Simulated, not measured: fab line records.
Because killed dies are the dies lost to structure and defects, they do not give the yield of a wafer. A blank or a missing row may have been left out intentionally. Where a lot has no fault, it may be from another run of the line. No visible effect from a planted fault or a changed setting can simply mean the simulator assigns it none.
What tool caused it? || flow n5_finfet || 9 lots, 27 wafers sampled, at 4 steps of a route of 1938

== WHAT THE GAUGES SHOWED, per wafer ==
N5_FIN_SAQP_CD_MEAS_31: the cd target is 8 nm.
{"lot": "L743", "measured": "day 2 01:47", "on": "cd_sem-01", "cd_nm (nm)": "8.19 8.22 7.87"}
{"lot": "L746", "measured": "day 2 20:37", "on": "cd_sem-02", "cd_nm (nm)": "7.89 7.93 8.23"}
{"lot": "L750", "measured": "day 3 19:10", "on": "cd_sem-02", "cd_nm (nm)": "8.19 8.09 7.99"}
{"lot": "L751", "measured": "day 4 02:59", "on": "cd_sem-01", "cd_nm (nm)": "8.09 8.47 7.97"}
{"lot": "L757", "measured": "day 5 14:18", "on": "cd_sem-01", "cd_nm (nm)": "8.01 8.12 8.32"}
{"lot": "L758", "measured": "day 5 22:40", "on": "cd_sem-03", "cd_nm (nm)": "8.10 8.01 7.93"}
{"lot": "L760", "measured": "day 6 09:08", "on": "cd_sem-02", "cd_nm (nm)": "8.35 8.36 8.05"}
{"lot": "L765", "measured": "day 7 16:37", "on": "cd_sem-01", "cd_nm (nm)": "8.24 8.05 8.28"}
{"lot": "L766", "measured": "day 7 20:17", "on": "cd_sem-02", "cd_nm (nm)": "7.81 8.15 7.99"}

== WHAT TOOL EACH LOT RAN ON (gives the tool, then ch and the chambers of the sampled wafers, and finally the start) ==
{"lot": "L743", "N5_FIN_SAQP_SPACER1_ETCHBACK_25": "rie_diel-03 ch 0,3, day 1 23:12", "N5_FIN_SAQP_MANDREL1_REMOVE_56": "rie_si-05 ch 1,2,3, day 1 23:17", "N5_FIN_SAQP_COAT_68": "litho_track-02 ch 0, day 2 00:03"}
{"lot": "L746", "N5_FIN_SAQP_SPACER1_ETCHBACK_25": "rie_diel-03 ch 0,2,3, day 2 18:50", "N5_FIN_SAQP_MANDREL1_REMOVE_56": "rie_si-05 ch 2,3, day 2 18:54", "N5_FIN_SAQP_COAT_68": "litho_track-01 ch 0, day 2 19:41"}
{"lot": "L750", "N5_FIN_SAQP_SPACER1_ETCHBACK_25": "rie_diel-05 ch 0,3, day 3 17:06", "N5_FIN_SAQP_MANDREL1_REMOVE_56": "rie_si-01 ch 2,3, day 3 17:11", "N5_FIN_SAQP_COAT_68": "litho_track-01 ch 0, day 3 18:15"}
{"lot": "L751", "N5_FIN_SAQP_SPACER1_ETCHBACK_25": "rie_diel-03 ch 1,2,3, day 4 00:50", "N5_FIN_SAQP_MANDREL1_REMOVE_56": "rie_si-01 ch 0,1,2, day 4 00:56", "N5_FIN_SAQP_COAT_68": "litho_track-01 ch 0, day 4 01:45"}
{"lot": "L757", "N5_FIN_SAQP_SPACER1_ETCHBACK_25": "rie_diel-01 ch 0,1, day 5 12:33", "N5_FIN_SAQP_MANDREL1_REMOVE_56": "rie_si-03 ch 0,1,3, day 5 12:38", "N5_FIN_SAQP_COAT_68": "litho_track-01 ch 0, day 5 13:25"}
{"lot": "L758", "N5_FIN_SAQP_SPACER1_ETCHBACK_25": "rie_diel-05 ch 0,3, day 5 20:54", "N5_FIN_SAQP_MANDREL1_REMOVE_56": "rie_si-05 ch 0,1,3, day 5 20:59", "N5_FIN_SAQP_COAT_68": "litho_track-03 ch 0, day 5 21:46"}
{"lot": "L760", "N5_FIN_SAQP_SPACER1_ETCHBACK_25": "rie_diel-05 ch 0,2, day 6 07:17", "N5_FIN_SAQP_MANDREL1_REMOVE_56": "rie_si-01 ch 1,3, day 6 07:23", "N5_FIN_SAQP_COAT_68": "litho_track-01 ch 0, day 6 08:09"}
{"lot": "L765", "N5_FIN_SAQP_SPACER1_ETCHBACK_25": "rie_diel-05 ch 0,2, day 7 14:51", "N5_FIN_SAQP_MANDREL1_REMOVE_56": "rie_si-01 ch 0,1,3, day 7 14:56", "N5_FIN_SAQP_COAT_68": "litho_track-02 ch 0, day 7 15:43"}
{"lot": "L766", "N5_FIN_SAQP_SPACER1_ETCHBACK_25": "rie_diel-03 ch 0,3, day 7 18:29", "N5_FIN_SAQP_MANDREL1_REMOVE_56": "rie_si-01 ch 0,2,3, day 7 18:35", "N5_FIN_SAQP_COAT_68": "litho_track-02 ch 0, day 7 19:22"}
- N5_FIN_SAQP_SPACER1_ETCHBACK_25: etches SiO2 in CHF3/O2, target depth 24.4 nm, time 12.2 s.
- N5_FIN_SAQP_MANDREL1_REMOVE_56: chemistry HBr/Cl2/O2, target a-Si, stops on SiNx, bt time 10 s.
- N5_FIN_SAQP_COAT_68: time 60 s, resist thk 100 nm.

== THE ANSWER, worked out from the rows above alone ==
Rule: usual is defined by the lots themselves. The widest of any qualifying gaps counts: lots, ordered by their means at a reading, are off when they make up no more than a third of the lots, leave a main group of 4 or more, and stand apart from it by 3 or more times the standard deviation of that group's means. The tables above print the reading to a certain number of digits; a main group whose means all agree to those digits is not used. A lot without any number at a reading at which 4 lots or more have one is off too. Any other lot the step has rows for is counted as sound.
Nothing can be told from this: no lot is off at any reading shown.

== WHAT THE SIMULATOR PUT IN ==
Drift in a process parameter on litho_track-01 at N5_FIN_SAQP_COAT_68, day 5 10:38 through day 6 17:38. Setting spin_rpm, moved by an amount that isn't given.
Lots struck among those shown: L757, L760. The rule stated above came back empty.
